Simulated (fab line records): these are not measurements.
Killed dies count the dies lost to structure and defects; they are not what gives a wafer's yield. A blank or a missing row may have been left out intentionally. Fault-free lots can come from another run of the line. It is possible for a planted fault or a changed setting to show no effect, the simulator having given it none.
Comparing a struck lot with a sound one    flow n5Finfet    15 steps out of a route of 1938
Sound: these wafers, L661.2, L661.4, L661.6. Struck: wafer L662.6. (L662.2 of the same lot was not struck and is left out.) The cause comes at the end.
Per side, at each step with rows, come the tool, then ch with its chambers, and then its first start. Under that, the readings that differ: sound wafers    struck wafers    difference of the means    sigmas: that difference in standard deviations of wafers without a fault.
alike: same words and numbers on both sides, and readings whose means sit less than 2 such deviations apart. not compared: any withheld reading, any reading some wafer has no value for, any bound like >300 that may hide the same value, and any number with overlapping values for which the record gives no deviation.
The two part at a step that has a row with sigmas, a row that says differs or no value, or rows on one side only. Numbers that have no deviation but don't overlap get no sigmas and don't part them. Lack of a reading on every wafer of one side parts them only where that side has two or more wafers.

N5_BEOL_M8_VIA_ETCH_34: etches SiCOH lowk in C4F6/O2, target depth 125.5 nm, time 50.5 s.
  sound on rieDiel-01 ch 0,2, day 11 12:05; struck on rieDiel-06 ch 3, day 12 02:25
reading              sound                struck  difference  sigmas
O2_flow_sccm (sccm)  10.020 10.021 9.998  9.932   -0.081      -3
  alike: drypumpMotorCurrentA, oes_ar_750_au, oesProductAu, rfVppV, showerheadPlenumPTorr, throttleValvePct
  not compared: rfHoursCounterH
then, 1 step without rows for these wafers: N5_BEOL_M8_STRIP_76 (strips in C4F6/O2).
N5_BEOL_M8_STRIP_36: strips in N2/H2.
  sound on rieDiel-01 ch 0,2, day 11 12:08; struck on rieDiel-06 ch 3, day 12 02:28
  alike: drypumpMotorCurrentA, oesProductAu, rfVppV, showerheadPlenumPTorr, throttleValvePct
  not compared: rfHoursCounterH
N5_BEOL_M8_TRENCH_ETCH_37: etches SiCOH lowk in C4F6/O2, target depth 93.478 nm, time 31.2 s.
  sound: rieDiel-01 ch 0,2; struck: rieDiel-06 ch 3
  alike: O2_flow_sccm, drypumpMotorCurrentA, oes_ar_750_au, oesProductAu, rfVppV, showerheadPlenumPTorr, throttleValvePct
  not compared: rfHoursCounterH
then, 1 step without rows for these wafers: N5_BEOL_M8_ETCH_41 (etches SiCN in CH3F/O2, target depth 31.9 nm, time 57.8 s).
N5_BEOL_M8_STRIP_80: strips in N2/H2, time 10 s.
  sound: rieDiel-01 ch 0,2; struck: rieDiel-06 ch 3
  alike: drypumpMotorCurrentA, oesProductAu, rfVppV, showerheadPlenumPTorr, throttleValvePct
  not compared: rfHoursCounterH
N5_BEOL_M8_OCD_MEAS_38:
  struck on ocd-02, day 12 02:40; sound on ocd-01, day 11 12:20
  alike: trenchDepthNm
then, 4 steps without rows for these wafers: N5_BEOL_M8_HM_STRIP_39 (strips TiN in peroxide tin strip, target depth 25 nm, time 158 s); N5_BEOL_M8_SRD_40 (time 30 s); N5_BEOL_M8_PRECLEAN_42 (cleans in residue remover, time 60 s); N5_BEOL_M8_SRD_43 (time 30 s).
N5_BEOL_M8_CD_MEAS_35: the cd target is 40 nm.
  struck on cdSem-02, day 12 02:49; sound on cdSem-03, day 11 12:29
  alike: cdNm
N5_BEOL_M8_CURE_75: cures SiCOH lowk, time 120 s.
  sound on uvCure-02 ch 0, day 11 12:35; struck on uvCure-02 ch 2, day 12 02:55
reading         sound              struck  difference  sigmas
runLengthS (s)  177.8 177.8 177.6  216.7   +39.0       +26
  alike: lampPowerPct, wafer_temp_C_max
N5_BEOL_M8_DEGAS_44: time 60 s.
  struck on pvdSputter-03, day 12 04:26; sound on pvdSputter-02, day 11 13:11
  alike: heaterPowerW
after that, 1 step had no rows for these wafers: N5_PASSIVATION_PROBE_49.

## WHERE THEY PART
Earliest at N5_BEOL_M8_VIA_ETCH_34; latest, in this record, at N5_BEOL_M8_CURE_75. Later steps at which nothing parts them and some readings are alike: N5_BEOL_M8_DEGAS_44.

WHY: what had been put in by the simulator
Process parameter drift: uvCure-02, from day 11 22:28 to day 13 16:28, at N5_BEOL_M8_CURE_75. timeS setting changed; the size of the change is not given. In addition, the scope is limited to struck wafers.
